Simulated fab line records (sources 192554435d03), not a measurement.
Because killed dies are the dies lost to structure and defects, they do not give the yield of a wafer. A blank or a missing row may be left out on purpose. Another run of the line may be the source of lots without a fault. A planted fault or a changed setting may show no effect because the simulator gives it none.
Split-lot experiment | flow n5Finfet | 7 lots, 39 wafers read, on a route of 1938 steps

## ON THE SPLIT
At N5_HKMG_FIN_DESCUM_53 (chemistry O2, time 7.9 s), the setting timeS was moved away from the recipe's 7.9 s on 18 of the 39 wafers read, by -52.4% to +50.0%. This setting was run at the recipe's value on the other wafers.

The reading is taken at the split's own step.

## THE READING
CAR-ArF_of_HKMG_FIN_COAT_43.thkNm (the simulator's own value, which no gauge read), in nm, at N5_HKMG_FIN_DESCUM_53 (chemistry O2, time 7.9 s). The file does not state a usual value for it. Here, 21 wafers ran the recipe; their average is 83.4 nm with a standard deviation of 0.18 nm.

wafer  | tool, chamber at the split | timeS as run, s | against the recipe | CAR-ArF_of_HKMG_FIN_COAT_43.thkNm, nm | against lot-mates on the recipe
L076.1 | rieDiel-05, 3              | 5.41            | -31.5%             | 84.6                                  | +1.3
L076.2 | rieDiel-05, 1              | 7.9             | recipe             | 83.4                                  | -
L076.5 | rieDiel-05, 1              | 7.9             | recipe             | 83.4                                  | -
L076.3 | rieDiel-05, 2,0            | 5.41            | -31.5%             | 84.8                                  | +1.5
L076.4 | rieDiel-05, 2,0            | 5.41            | -31.5%             | 84.8                                  | +1.5
L076.6 | rieDiel-05, 2              | 7.9             | recipe             | 83.2                                  | -
L084.1 | rieDiel-02, 3              | 7.9             | recipe             | 83.6                                  | -
L084.2 | rieDiel-02, 2              | 7.9             | recipe             | 83.4                                  | -
L084.3 | rieDiel-02, 0              | 7.9             | recipe             | 83.2                                  | -
L084.4 | rieDiel-02, 1,3            | 6.394           | -19.1%             | 84.4                                  | +1.0
L084.5 | rieDiel-02, 1,3            | 6.394           | -19.1%             | 84.4                                  | +1.0
L084.6 | rieDiel-02, 2              | 6.394           | -19.1%             | 84.2                                  | +0.8
L083.1 | rieDiel-05, 1,3,1          | 7.9             | recipe             | 83.6                                  | -
L083.2 | rieDiel-05, 1,3,1          | 7.9             | recipe             | 83.6                                  | -
L083.5 | rieDiel-05, 1,3,1          | 7.9             | recipe             | 83.6                                  | -
L083.3 | rieDiel-05, 2,0,2          | 11.85           | +50.0%             | 81.2                                  | -2.4
L083.4 | rieDiel-05, 2,0,2          | 11.85           | +50.0%             | 81.2                                  | -2.4
L083.6 | rieDiel-05, 2,0,2          | 11.85           | +50.0%             | 81.2                                  | -2.4
L089.1 | rieDiel-02, 0              | 7.9             | recipe             | 83.2                                  | -
L089.2 | rieDiel-02, 1              | 7.9             | recipe             | 83.6                                  | -
L089.6 | rieDiel-02, 2              | 7.9             | recipe             | 83.4                                  | -
L092.1 | rieDiel-02, 0              | 7.9             | recipe             | 83.4                                  | -
L092.2 | rieDiel-02, 3              | 9.971           | +26.2%             | 81.8                                  | -1.5
L092.3 | rieDiel-02, 2,1            | 7.9             | recipe             | 83.2                                  | -
L092.5 | rieDiel-02, 2,1            | 7.9             | recipe             | 83.2                                  | -
L092.4 | rieDiel-02, 1,2            | 9.971           | +26.2%             | 82                                    | -1.3
L092.6 | rieDiel-02, 1,2            | 9.971           | +26.2%             | 82                                    | -1.3
L093.1 | rieDiel-05, 2,1            | 3.76            | -52.4%             | 86.2                                  | +2.9
L093.3 | rieDiel-05, 2,1            | 3.76            | -52.4%             | 86.2                                  | +2.9
L093.2 | rieDiel-05, 0              | 3.76            | -52.4%             | 85.8                                  | +2.5
L093.4 | rieDiel-05, 1              | 7.9             | recipe             | 83.4                                  | -
L093.5 | rieDiel-05, 0,2            | 7.9             | recipe             | 83.2                                  | -
L093.6 | rieDiel-05, 0,2            | 7.9             | recipe             | 83.2                                  | -
L094.1 | rieDiel-05, 1,2            | 7.9             | recipe             | 83.6                                  | -
L094.2 | rieDiel-05, 1,2            | 7.9             | recipe             | 83.6                                  | -
L094.3 | rieDiel-05, 0              | 10.87           | +37.6%             | 81.8                                  | -1.9
L094.4 | rieDiel-05, 3,2            | 10.87           | +37.6%             | 81.6                                  | -2.1
L094.5 | rieDiel-05, 3,2            | 10.87           | +37.6%             | 81.6                                  | -2.1
L094.6 | rieDiel-05, 1              | 7.9             | recipe             | 83.8                                  | -
When a row names more than one chamber, that row covers several wafers, and the file does not tell which wafer ran in which chamber.

FIT RESULTS
A straight line over all 39 wafers: CAR-ArF_of_HKMG_FIN_COAT_43.thkNm changes by -0.0475 nm for each +1% of timeS; r = -0.99; the points scatter about the line by 0.19 nm.
The same after taking each lot's own level away (the mean of its wafers on the recipe; 39 wafers): -0.0504 nm for each +1%; r = -0.99; scatter 0.14 nm.
Per that fit: largest timeS move, reading shift of 2.6 nm.
The lots' own levels span 83.27 to 83.67 nm, that is 2.2 times the standard deviation above.
The two slopes agree, so the slope changes little with the lot-to-lot level.
Check: with one of the wafers moved furthest among these (-52.4%) left out of the fit, the line predicts +2.59 nm for it against its lot-mates. It came out at +2.93 nm against them.

## THESE WAFERS: OTHER SPLITS
These wafers also went through other splits before the reading. Each is held against what the fit with the lots' levels taken away leaves over:
other split on the same wafers   | wafers away from the commonest value | r with CAR-ArF_of_HKMG_FIN_COAT_43.thkNm (lot level and that fit taken away)
N5_ZERO_LAYER_PECVD_02 timeS     | 12                                   | -0.14
N5_FIN_SAQP_PECVD_06 timeS       | 15                                   | -0.11
N5_SD_EPI_N_ETCH_45 targetDepthA | 12                                   | -0.17

## FILE'S OWN FIT
CAR-ArF_of_HKMG_FIN_COAT_43.thkNm changes by -0.0504 nm for each +1% of timeS, r = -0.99.
